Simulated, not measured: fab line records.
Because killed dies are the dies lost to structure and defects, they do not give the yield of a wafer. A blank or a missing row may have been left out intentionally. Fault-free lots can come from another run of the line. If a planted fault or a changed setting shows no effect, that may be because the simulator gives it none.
fab line records	flow n5Finfet
[record] lots = 7	wafers = 39
route steps=1938 shown FIN_SAQP@116 SD_EPI_P@312 SD_ACTIVATION@331 HKMG_FIN@451 GATE_CUT@477
startH: hours from the record's opening day to when the first of the lot's shown wafers began	waitH: hours from the lot's prior step to this one	" identical to the entry in the row above	L1.1+2: one row covering several wafers at once	- value missing, or start not given	* or withheld: withheld	< > ~ a bound
route shown NAME@n: names a module that has steps shown in the file, with the first one's number in the route	usual: the fault-free wafers' mean and standard deviation	same: alike in all rows	chamber/n: place in a boat	sites: the reading at each site	_std_site: their standard deviation	_edge_site: mean of outer sites minus mean of inner sites	radiusMm: for every site, how far away it sits from the centre of the wafer	mask NAME#n: copy n	behind: the last tool/chamber to shape the wafer	hold: why the lot went on hold/how many hours it stayed there/how the hold came to an end	device: names the non-switching transistor (n, p or np)	end of line: tests run on the same wafers once the route is complete	a step without rows: its recipe alone	killed: not the wafer's yield, but the dies lost to structure and defects at the first sort	map: shows each die of a wafer: x if killed, . if not, _ if none is there
set.NAME: the setting the step ran with; set.NAME@STEP: the setting that earlier step ran with	model.NAME: the simulator's own value behind a step, which no gauge read
lots run with intentionally changed settings; tables by step, rows by wafer
[[steps]]
[step N5_FIN_SAQP_ETCH_52]
[recipe] chemistry = N2/H2	target = SOC	targetDepthA = 1000	overetchA = 200	maskMaterial = SiARC	tempC = 40	timeS = 150	ionEnergyEv = 200	pressureMtorr = 30	sourceW = 840	biasW = 150	n2FlowSccm = 200	h2FlowSccm = 200	ends = endPoint
[usual] rfVppV = 523.6/2.7
lot.wafer	tool	chamber	startH	waitH	set.sourceW	rfVppV	model.SiARC_of_FIN_SAQP_COAT_50.thkNm
L076.1	rieDiel-03	0	34.35	0.0	840	521.1	29.27
L076.2	"	3	"	"	935	502.5	28.63
L076.3	"	2	"	"	840	523.6	29.17
L076.4	"	2	"	"	935	505.7	28.8
L076.5	"	0	"	"	840	519.6	29.18
L076.6	"	3	"	"	935	501.8	28.8
L077.1	rieDiel-03	0	40.23	0.0	840	522.1	29.2
L077.2	"	1	"	"	992.4	496.9	28.73
L077.3	"	2	"	"	840	524.4	29.08
L077.4	"	2	"	"	992.4	495.9	28.67
L077.5	"	0	"	"	992.4	491.2	28.63
L077.6	"	1	"	"	840	527.2	29.18
L084.1	rieDiel-03	3	82.33	0.0	840	528.6	28.71
L084.2	"	0	"	"	840	521.7	28.87
L084.6	"	3	"	"	840	528.6	28.74
L087.1	rieDiel-02	3	101.83	0.0	692.8	561.0	29.63
L087.2	"	1	"	"	840	518.9	28.84
L087.3	"	2	"	"	840	526.9	28.35
L087.4	"	0	"	"	692.8	555.5	29.55
L087.5	"	0	"	"	692.8	555.8	29.5
L087.6	"	1	"	"	840	518.3	28.92
L090.1	rieDiel-04	3	118.14	0.0	989	493.4	28.42
L090.2	"	0	"	"	840	523.2	29.13
L090.3	"	2	"	"	989	492.4	28.63
L090.4	"	1	"	"	840	525.0	29.18
L090.5	"	0	"	"	840	523.2	29.16
L090.6	"	1	"	"	989	496.9	28.63
L094.1	rieDiel-04	1	143.30	0.0	840	524.4	28.85
L094.2	"	0	"	"	840	523.1	28.82
L094.3	"	3	"	"	840	523.7	28.61
L094.4	"	2	"	"	840	519.3	28.83
L094.5	"	0	"	"	840	523.8	28.76
L094.6	"	1	"	"	840	524.8	28.72
L096.1	rieDiel-02	0	154.07	0.0	840	521.5	29.04
L096.2	"	1	"	"	840	528.2	28.95
L096.3	"	2	"	"	982	500.9	27.93
L096.4	"	3	"	"	982	498.2	28.68
L096.5	"	2	"	"	982	500.0	27.93
L096.6	"	1	"	"	840	529.4	28.9
[step N5_SD_EPI_P_ETCH_16]
[recipe] chemistry = CHF3/O2	target = SiO2	targetDepthA = 50	maskMaterial = SOC	pressureMtorr = 30	sourceW = 650	biasW = 170	Ar_flow_sccm = 200	CHF3_flow_sccm = 50	O2_flow_sccm = 5	ionEnergyEv = 200
lot.wafer	tool	chamber	startH	waitH	set.targetDepthA	model.etch.depthNm
L076.1	rieDiel-05	3	67.36	0.1	50	4.785
L076.2	"	2	"	"	55.86	5.535
L076.3	"	1	"	"	55.86	5.425
L076.4	"	0	"	"	50	5.049
L076.5	"	3	"	"	50	4.802
L076.6	"	2	"	"	55.86	5.483
L077.1	rieDiel-05	1	73.67	0.1	50	4.897
L077.2	"	2	"	"	50	5.005
L077.3	"	3	"	"	54.42	5.256
L077.4	"	0	"	"	50	5.022
L077.5	"	0	"	"	54.42	5.536
L077.6	"	3	"	"	54.42	5.252
L084.1	rieDiel-01	2	114.90	0.1	50	4.992
L084.2	"	0	"	"	50	5.035
L084.6	"	3	"	"	50	5.026
L087.1	rieDiel-06	3	140.25	0.1	56.4	5.764
L087.2	"	1	"	"	50	4.905
L087.3	"	0	"	"	56.4	5.704
L087.4	"	0	"	"	50	5.067
L087.5	"	1	"	"	50	4.932
L087.6	"	3	"	"	56.4	5.766
L090.1	rieDiel-05	3	151.60	0.1	53.8	5.432
L090.2	"	2	"	"	50	4.887
L090.3	"	0	"	"	50	4.973
L090.4	"	1	"	"	53.8	5.306
L090.5	"	0	"	"	53.8	5.408
L090.6	"	3	"	"	50	4.988
L094.1	rieDiel-01	2	176.57	0.1	51.77	5.123
L094.2	"	1	"	"	50	5.022
L094.3	"	3	"	"	50	4.945
L094.4	"	0	"	"	51.77	5.14
L094.5	"	2	"	"	51.77	5.103
L094.6	"	1	"	"	50	5.026
L096.1	rieDiel-05	0	187.42	0.1	50	5.019
L096.2	"	1	"	"	47.39	4.606
L096.3	"	3	"	"	50	4.981
L096.4	"	2	"	"	47.39	4.656
L096.5	"	0	"	"	50	5.002
L096.6	"	1	"	"	47.39	4.591
[step N5_SD_ACTIVATION_LSA_01]
[recipe] tempC = 1080	timeS = 0.0008	ambient = N2
[usual] wafer_temp_C_max = 1086.7/2
lot.wafer	tool	chamber	startH	waitH	set.tempC	wafer_temp_C_max
L076.1	laserAnneal-01	0	70.69	0.2	1093	1097.8
L076.2	"	0	"	"	1080	1084.0
L076.3	"	0	"	"	1080	1084.6
L076.4	"	0	"	"	1093	1097.4
L076.5	"	0	"	"	1080	1085.4
L076.6	"	0	"	"	1093	1098.2
L077.1	laserAnneal-02	0	77.20	0.2	1087	1096.2
L077.2	"	0	"	"	1080	1090.4
L077.3	"	0	"	"	1087	1096.0
L077.4	"	0	"	"	1087	1097.2
L077.5	"	0	"	"	1080	1090.7
L077.6	"	0	"	"	1080	1086.7
L084.1	laserAnneal-01	0	118.39	0.2	1080	1086.1
L084.2	"	0	"	"	1080	1085.0
L084.6	"	0	"	"	1080	1086.7
L087.1	laserAnneal-02	0	143.58	0.2	1080	1090.6
L087.2	"	0	"	"	1080	1088.0
L087.3	"	0	"	"	1096	1105.2
L087.4	"	0	"	"	1096	1105.4
L087.5	"	0	"	"	1080	1087.5
L087.6	"	0	"	"	1096	1104.5
L090.1	laserAnneal-02	0	154.95	0.2	1080	1086.5
L090.2	"	0	"	"	1080	1087.7
L090.3	"	0	"	"	1080	1086.8
L090.4	"	0	"	"	1080	1085.6
L090.5	"	0	"	"	1080	1086.5
L090.6	"	0	"	"	1080	1088.6
L094.1	laserAnneal-02	0	181.03	0.2	1080	1089.3
L094.2	"	0	"	"	1080	1087.7
L094.3	"	0	"	"	1092	1100.6
L094.4	"	0	"	"	1092	1099.9
L094.5	"	0	"	"	1080	1087.0
L094.6	"	0	"	"	1092	1100.0
L096.1	laserAnneal-02	0	191.77	0.2	1066	1076.2
L096.2	"	0	"	"	1066	1073.7
L096.3	"	0	"	"	1080	1088.3
L096.4	"	0	"	"	1066	1073.6
L096.5	"	0	"	"	1080	1089.5
L096.6	"	0	"	"	1080	1086.1
[step N5_SD_ACTIVATION_RS_MEAS_03]
[recipe] thkMeasGauge = four-point-probe
[usual] RS_SD_N = 21.9/0.31	RS_SD_P = 55.9/0.96
lot.wafer	tool	chamber	startH	waitH	set.tempC@SD_ACTIVATION_LSA_01	RS_SD_N[ohm/sq]	RS_SD_P[ohm/sq]
L076.1	filmMetro-01	-	70.89	0.2	1093	20.8	53.3
L076.2	"	-	"	"	1080	22.1	54.2
L076.3	"	-	"	"	1080	22.1	54.0
L076.4	"	-	"	"	1093	21.0	53.2
L076.5	"	-	"	"	1080	21.8	53.8
L076.6	"	-	"	"	1093	20.6	53.5
L077.1	filmMetro-02	-	77.41	0.2	1087	21.3	57.2
L077.2	"	-	"	"	1080	22.1	57.3
L077.3	"	-	"	"	1087	21.5	57.1
L077.4	"	-	"	"	1087	21.1	57.3
L077.5	"	-	"	"	1080	22.1	57.3
L077.6	"	-	"	"	1080	22.2	57.1
L084.1	filmMetro-01	-	118.59	0.2	1080	21.5	56.0
L084.2	"	-	"	"	1080	21.6	56.9
L084.6	"	-	"	"	1080	21.4	56.0
L087.1	filmMetro-01	-	143.78	0.2	1080	21.9	56.9
L087.2	"	-	"	"	1080	21.1	55.3
L087.3	"	-	"	"	1096	20.0	55.0
L087.4	"	-	"	"	1096	19.9	55.8
L087.5	"	-	"	"	1080	21.6	56.5
L087.6	"	-	"	"	1096	20.1	56.0
L090.1	filmMetro-01	-	155.15	0.2	1080	21.8	55.6
L090.2	"	-	"	"	1080	21.6	55.8
L090.3	"	-	"	"	1080	22.0	56.8
L090.4	"	-	"	"	1080	21.6	55.1
L090.5	"	-	"	"	1080	21.6	55.8
L090.6	"	-	"	"	1080	21.7	56.0
L094.1	filmMetro-02	-	181.23	0.2	1080	21.6	56.0
L094.2	"	-	"	"	1080	21.3	54.7
L094.3	"	-	"	"	1092	20.3	54.1
L094.4	"	-	"	"	1092	20.4	54.4
L094.5	"	-	"	"	1080	21.3	55.2
L094.6	"	-	"	"	1092	20.3	55.9
L096.1	filmMetro-02	-	191.97	0.2	1066	23.3	54.6
L096.2	"	-	"	"	1066	23.1	55.3
L096.3	"	-	"	"	1080	21.4	55.0
L096.4	"	-	"	"	1066	23.3	55.5
L096.5	"	-	"	"	1080	21.7	55.1
L096.6	"	-	"	"	1080	21.4	54.0
[step N5_HKMG_FIN_ETCH_67]
[recipe] chemistry = N2/H2	target = SOC	targetDepthA = 3889	stopOn = TiN	ionEnergyEv = 100	biasW = 61	pressureMtorr = 30	sourceW = 850	n2FlowSccm = 200	h2FlowSccm = 200
lot.wafer	tool	chamber	startH	waitH	set.targetDepthA	model.SOC_of_HKMG_FIN_COAT_66.thkNm
L076.1	rieDiel-03	1	89.41	-	3578	43.6
L076.2	"	2	"	"	3578	48.8
L076.3	"	0	"	"	3889	17.4
L076.4	"	3	"	"	3889	17.2
L076.5	"	0	"	"	3578	41
L076.6	"	1	"	"	3889	23
L077.1	rieDiel-04	3	98.89	-	3889	8.2
L077.2	"	2	"	"	3889	19.2
L077.3	"	3	"	"	3641	22.4
L077.4	"	2	"	"	3641	36.2
L077.5	"	2	"	"	3889	17.4
L077.6	"	3	"	"	3641	22.8
L084.1+6	rieDiel-04	1,3	137.21	-	3889	8.2
L084.2	"	0	"	"	3889	9.8
L087.1	rieDiel-03	0	163.29	-	3889	19.4
L087.2	"	2	"	"	3889	33
L087.3+4	"	1,3	"	"	4153	8.2
L087.5	"	2	"	"	4153	17
L087.6	"	1	"	"	3889	25.2
L090.1	rieDiel-03	0	177.49	-	4067	8.2
L090.2	"	2	"	"	4067	16.8
L090.3	"	1	"	"	4067	13.8
L090.4	"	3	"	"	3889	18
L090.5	"	2	"	"	3889	31.2
L090.6	"	1	"	"	3889	24.2
L094.1	rieDiel-03	0	203.27	-	3889	18.2
L094.2	"	1	"	"	3889	23.4
L094.3	"	3	"	"	3889	17.6
L094.4	"	2	"	"	3402	64
L094.5	"	0	"	"	3402	53.2
L094.6	"	3	"	"	3402	56.2
L096.1	rieDiel-04	2	210.94	-	3889	17.4
L096.2	"	1	"	"	3889	10.4
L096.3	"	3	"	"	3889	8.2
L096.4	"	0	"	"	3889	11.4
L096.5	"	1	"	"	3889	12.4
L096.6	"	0	"	"	3889	11.2
[step N5_GATE_CUT_HM_DEP_46]
[recipe] material = SiO2	targetThkA = 1300	tempC = 400	precursor = TEOS/O2	pressureTorr = 6.5	rfW = 900	teosFlowSccm = 161.4	gas = O2	flowSccm = 2650	timeS = 26.6
lot.wafer	tool	chamber	startH	waitH	set.targetThkA	model.SiO2_of_GATE_CUT_HM_DEP_46.thkNm
L076.1	pecvd-01	2	94.73	0.0	1300	128.8
L076.2	"	1	"	"	1300	131.4
L076.3	"	0	"	"	1360	136.8
L076.4	"	1	"	"	1300	133.8
L076.5	"	0	"	"	1360	138.2
L076.6	"	2	"	"	1360	138.6
L077.1	pecvd-01	0	104.20	0.0	1300	130.2
L077.2+3	"	2,1	"	"	1183	119.6
L077.4	"	1	"	"	1300	134.4
L077.5	"	0	"	"	1300	132.6
L077.6	"	2	"	"	1183	120.4
L084.1	pecvd-03	2	142.44	0.0	1300	129.2
L084.2	"	1	"	"	1300	130.2
L084.6	"	2	"	"	1300	129.6
L087.1	pecvd-02	0	168.51	0.0	1300	130
L087.2	"	1	"	"	1449	144.6
L087.3	"	2	"	"	1449	144.2
L087.4	"	1	"	"	1449	146.2
L087.5	"	0	"	"	1300	133.8
L087.6	"	2	"	"	1300	132
L090.1	pecvd-02	0	183.25	0.0	1215	123
L090.2	"	2	"	"	1300	130.4
L090.3	"	1	"	"	1215	123.6
L090.4	"	0	"	"	1300	134.2
L090.5	"	1	"	"	1300	134
L090.6	"	2	"	"	1215	125.8
L094.1	pecvd-02	1	208.51	0.0	1300	130.4
L094.2	"	0	"	"	1224	124.8
L094.3	"	2	"	"	1224	124.2
L094.4	"	1	"	"	1300	133.2
L094.5	"	2	"	"	1300	132.2
L094.6	"	0	"	"	1224	125.4
L096.1	pecvd-01	0	216.65	0.0	1300	128
L096.2	"	1	"	"	1448	143.2
L096.3	"	1	"	"	1448	144.2
L096.4	"	0	"	"	1300	130.8
L096.5	"	1	"	"	1448	146.4
L096.6	"	0	"	"	1300	131.6
[step N5_GATE_CUT_COAT_34]
[recipe] resist = SOC	tempC = 250	timeS = 60	spinRpm = 1500	resistThkNm = 60
[step N5_GATE_CUT_COAT_35]
[recipe] resist = SiARC	tempC = 220	timeS = 60	spinRpm = 1500	resistThkNm = 10
[step N5_GATE_CUT_STRIP_38]
[recipe] chemistry = N2/H2	tempC = 40	n2FlowSccm = 200	h2FlowSccm = 200	rfFrequencyHz = 6e+07
[step N5_GATE_CUT_STRIP_39]
[recipe] chemistry = N2/H2	tempC = 40	n2FlowSccm = 200	h2FlowSccm = 200	rfFrequencyHz = 6e+07
[step N5_GATE_CUT_HM_OPEN_40]
[recipe] chemistry = C4F6/O2	target = SiO2	maskMaterial = SiARC	targetDepthA = 1390	timeS = 85.1	ionEnergyEv = 250	pressureMtorr = 30	sourceW = 345	biasW = 185	Ar_flow_sccm = 300	C4F6_flow_sccm = 10	O2_flow_sccm = 10	ends = cleared
[usual] etchRfOnTimeS = 94.9/1.9
lot.wafer	tool	chamber	startH	waitH	set.targetThkA@GATE_CUT_HM_DEP_46	etchRfOnTimeS	model.etch.depthNm	model.SOC_of_GATE_CUT_COAT_34.thkNm
L076.1	rieDiel-06	0	95.36	0.0	1300	92.4	128.9	33.6
L076.2	"	1	"	"	1300	97.1	131.5	33.2
L076.3	"	3	"	"	1360	97.2	136.7	32
L076.4	"	2	"	"	1300	98.9	133.8	32.4
L076.5	"	2	"	"	1360	101.7	138.3	31.4
L076.6	"	3	"	"	1360	98.6	138.6	31.6
L077.1	rieDiel-06	0	104.83	0.0	1300	92.4	130.2	33
L077.2	"	3	"	"	1183	83.6	119.6	35.2
L077.3	"	1	"	"	1183	87.8	119.6	35.2
L077.4	"	2	"	"	1300	97.8	134.3	31.6
L077.5	"	3	"	"	1300	93.8	132.7	32.4
L077.6	"	2	"	"	1183	88.1	120.4	34.6
L084.1	rieDiel-06	3	143.19	0.0	1300	91.6	129.2	33.2
L084.2	"	0	"	"	1300	93.9	130.2	33
L084.6	"	0	"	"	1300	92.9	129.6	33.2
L087.1	rieDiel-05	0	169.20	0.0	1300	94.7	130	32.4
L087.2	"	1	"	"	1449	106.2	144.5	29.4
L087.3	"	3	"	"	1449	104.0	144.1	29.4
L087.4	"	3	"	"	1449	106.0	146.2	29.6
L087.5	"	1	"	"	1300	98.8	133.8	31.4
L087.6	"	0	"	"	1300	95.9	132	32
L090.1	rieDiel-05	3	184.00	0.0	1215	86.5	122.9	34.6
L090.2	"	0	"	"	1300	92.6	130.3	33
L090.3	"	2	"	"	1215	89.4	123.7	34.2
L090.4	"	1	"	"	1300	97.2	134.1	31.8
L090.5	"	0	"	"	1300	95.3	133.9	32.2
L090.6	"	1	"	"	1215	92.0	125.8	33.8
L094.1	rieDiel-01	2	209.27	0.0	1300	95.7	130.4	32
L094.2	"	3	"	"	1224	90.8	124.9	33.4
L094.3	"	0	"	"	1224	89.7	124.1	34.6
L094.4	"	1	"	"	1300	95.5	133.2	32.4
L094.5	"	0	"	"	1300	97.3	132.2	32.6
L094.6	"	1	"	"	1224	90.7	125.4	34
L096.1	rieDiel-06	0	217.43	0.0	1300	91.4	127.9	33.4
L096.2	"	2	"	"	1448	101.9	143.2	29.8
L096.3	"	1	"	"	1448	106.6	144.2	29.8
L096.4	"	2	"	"	1300	92.0	130.9	32.2
L096.5	"	1	"	"	1448	108.7	146.4	29.6
L096.6	"	0	"	"	1300	94.4	131.6	32.6
[step N5_GATE_CUT_STRIP_41]
[recipe] chemistry = CF4	resist = SiARC	powerW = 300	biasPowerW = 75	pressureMtorr = 50	cf4FlowSccm = 150	rfFrequencyHz = 6e+07
[step N5_GATE_CUT_STRIP_42]
[recipe] chemistry = O2	powerW = 400	tempC = 40	pressureMtorr = 30	rfFrequencyHz = 6e+07	biasPowerW = 0	overashFraction = 0.3	o2FlowSccm = 225
[step N5_GATE_CUT_ALD_22]
[recipe] material = SiNx	targetThkA = 160	tempC = 400	aldPrecursorFamily = SiH2I2	aldCoReactant = N2/H2-plasma	pulseTimeS = 1	aldCycles = 320	purgeTimeS = 2	coReactantPurgeTimeS = 2	pressureTorr = 2
[step N5_GATE_CUT_CMP_23]
[recipe] stopOn = SiO2	tOverpolishS = 23.4	postCmpClean = alkalineBrush	downForcePsi = 2.5	platenRpm = 51.8	padVelocityMS = 1.0307	targetThkNm = 16
[step N5_GATE_CUT_THK_MEAS_24]
[recipe] reads = SiO2_of_GATE_CUT_HM_DEP_46+SiO2_flowable_of_ILD0_FCVD_FILL_01
[usual] GC_FILL_THK = 220.8/1.8
lot.wafer	tool	chamber	startH	waitH	set.targetThkA@GATE_CUT_HM_DEP_46	GC_FILL_THK[nm]
L076.1	filmMetro-01	-	97.82	-	1300	217.7
L076.2	"	-	"	"	1300	221.1
L076.3	"	-	"	"	1360	227.2
L076.4	"	-	"	"	1300	224.3
L076.5	"	-	"	"	1360	226.6
L076.6	"	-	"	"	1360	229.3
L077.1	filmMetro-02	-	107.29	-	1300	218.9
L077.2	"	-	"	"	1183	207.5
L077.3	"	-	"	"	1183	208.4
L077.4	"	-	"	"	1300	222.4
L077.5	"	-	"	"	1300	222.1
L077.6	"	-	"	"	1183	210.0
L084.1	filmMetro-01	-	145.93	-	1300	219.1
L084.2	"	-	"	"	1300	220.9
L084.6	"	-	"	"	1300	218.6
L087.1	filmMetro-01	-	171.69	-	1300	221.2
L087.2	"	-	"	"	1449	235.2
L087.3	"	-	"	"	1449	233.9
L087.4	"	-	"	"	1449	235.9
L087.5	"	-	"	"	1300	224.0
L087.6	"	-	"	"	1300	223.3
L090.1	filmMetro-02	-	186.45	-	1215	213.1
L090.2	"	-	"	"	1300	221.4
L090.3	"	-	"	"	1215	215.3
L090.4	"	-	"	"	1300	224.8
L090.5	"	-	"	"	1300	224.7
L090.6	"	-	"	"	1215	215.4
L094.1	filmMetro-02	-	211.80	-	1300	221.5
L094.2	"	-	"	"	1224	216.5
L094.3	"	-	"	"	1224	214.5
L094.4	"	-	"	"	1300	222.6
L094.5	"	-	"	"	1300	222.2
L094.6	"	-	"	"	1224	214.9
L096.1	filmMetro-01	-	219.89	-	1300	217.9
L096.2	"	-	"	"	1448	232.3
L096.3	"	-	"	"	1448	234.0
L096.4	"	-	"	"	1300	220.5
L096.5	"	-	"	"	1448	235.7
L096.6	"	-	"	"	1300	221.5
[step N5_GATE_CUT_CMP_43]
[recipe] material = SiO2	postCmpClean = rinseOnly
lot.wafer	tool	chamber	startH	waitH	set.targetThkA@GATE_CUT_HM_DEP_46	model.SiO2_of_GATE_CUT_HM_DEP_46.thkNm
L076.4	cmp-03	1	97.85	0.0	1300	5.2
L076.3+6+5	"	2,1,2	"	"	1360	5.4
L076.1+2	"	3,0	"	"	1300	5
L077.4+5	cmp-01	3	107.32	0.0	1300	5.2
L077.2+3	"	0,2	"	"	1183	4.4
L077.1	"	1	"	"	1300	5
L077.6	"	0	"	"	1183	4.6
L084.1+2+6	cmp-01	1,3,2	145.96	0.0	1300	5
L087.3+2	cmp-04	1,2	171.72	0.0	1449	5.6
L087.4	"	3	"	"	1449	5.8
L087.1+6	"	0,2	"	"	1300	5
L087.5	"	1	"	"	1300	5.2
L090.2	cmp-01	3	186.48	0.0	1300	5
L090.1+3	"	0,1	"	"	1215	4.6
L090.4+5	"	2,0	"	"	1300	5.2
L090.6	"	3	"	"	1215	4.8
L094.1	cmp-01	1	211.86	0.1	1300	5
L094.4+5	"	2	"	"	1300	5.2
L094.2+3+6	"	3,0,1	"	"	1224	4.8
L096.2+3	cmp-01	3,1	219.92	0.0	1448	5.6
L096.4+6	"	0,3	"	"	1300	5
L096.1	"	2	"	"	1300	4.8
L096.5	"	0	"	"	1448	5.8
[[key]]
[split] step = N5_FIN_SAQP_ETCH_52	setting = sourceW	stated = 840	by = wafer
[response] step = N5_FIN_SAQP_ETCH_52	reading = rfVppV	change = -1.72	per = 1%	r = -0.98
[response] step = N5_FIN_SAQP_ETCH_52	reading = model.SiARC_of_FIN_SAQP_COAT_50.thkNm	change = -0.0387	per = 1%	r = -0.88
[split] step = N5_SD_EPI_P_ETCH_16	setting = targetDepthA	stated = 50	by = wafer
[response] step = N5_SD_EPI_P_ETCH_16	reading = model.etch.depthNm	change = +0.0546	per = 1%	r = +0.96
[split] step = N5_SD_ACTIVATION_LSA_01	setting = tempC	stated = 1080	by = wafer
[response] step = N5_SD_ACTIVATION_LSA_01	reading = wafer_temp_C_max	change = *	per = 1%	r = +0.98
[response] step = N5_SD_ACTIVATION_RS_MEAS_03	reading = RS_SD_N	change = -1.11	per = 1%	r = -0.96
[split] step = N5_HKMG_FIN_ETCH_67	setting = targetDepthA	stated = 3889	by = wafer
[response] step = N5_HKMG_FIN_ETCH_67	reading = model.SOC_of_HKMG_FIN_COAT_66.thkNm	change = -2.77	per = 1%	r = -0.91
[split] step = N5_GATE_CUT_HM_DEP_46	setting = targetThkA	stated = 1300	by = wafer
[response] step = N5_GATE_CUT_HM_DEP_46	reading = model.SiO2_of_GATE_CUT_HM_DEP_46.thkNm	change = +1.26	per = 1%	r = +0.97
[response] step = N5_GATE_CUT_HM_OPEN_40	reading = etchRfOnTimeS	change = *	per = 1%	r = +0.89
[response] step = N5_GATE_CUT_HM_OPEN_40	reading = model.etch.depthNm	change = +1.26	per = 1%	r = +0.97
[response] step = N5_GATE_CUT_HM_OPEN_40	reading = model.SOC_of_GATE_CUT_COAT_34.thkNm	change = -0.261	per = 1%	r = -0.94
[response] step = N5_GATE_CUT_THK_MEAS_24	reading = GC_FILL_THK	change = +1.23	per = 1%	r = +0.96
[response] step = N5_GATE_CUT_CMP_43	reading = model.SiO2_of_GATE_CUT_HM_DEP_46.thkNm	change = +0.0631	per = 1%	r = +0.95
